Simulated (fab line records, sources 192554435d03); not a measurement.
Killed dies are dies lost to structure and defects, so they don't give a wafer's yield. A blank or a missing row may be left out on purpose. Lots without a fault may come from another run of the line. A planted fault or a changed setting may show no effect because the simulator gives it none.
Chamber matching | flow n5_finfet | N5_DUMMY_GATE_ETCH_29 on rie_diel-05: 4 sister chambers
The step etches underlayer in N2/H2, target depth 13 nm. 4 wafers are shown with their chamber, then 7 later ones without.

WAFERS WITH THEIR CHAMBER
wafer  | chamber | drypump_motor_current_A (A)
L079.3 | 1       | 5.1
L080.4 | 3       | 6.0
L088.1 | 0       | 5.3
L088.2 | 2       | 6.4

WAFERS WITHOUT THEIR CHAMBER
wafer  | drypump_motor_current_A (A)
L088.5 | 5.1
L094.2 | 5.1
L094.3 | 6.3
L094.4 | 5.3
L097.2 | 5.1
L097.4 | 5.3
L097.5 | 6.3

WHICH CHAMBER EACH WENT THROUGH
wafer  | from the rows above | in truth
L088.5 | 1                   | 1
L094.2 | 1                   | 1
L094.3 | 2                   | 2
L094.4 | 0                   | 0
L097.2 | 1                   | 1
L097.4 | 0                   | 0
L097.5 | 2                   | 2
Placed correctly: 7 of 7. Can't be placed from these rows: 0. Placed wrongly: 0.
How it was worked out, from the rows above alone: a wafer's distance from a chamber is the root of the sum, over the readings, of the square of ((its reading less the chamber's mean) divided by the reading's scatter). The wafer belongs to the nearest chamber; if the next one is less than 2 further off, it can't be placed. A chamber's mean is the mean of its shown wafers. The scatter: with one shown wafer a chamber, the root of the mean of the squares of how far each hidden wafer lies from its nearest shown one.
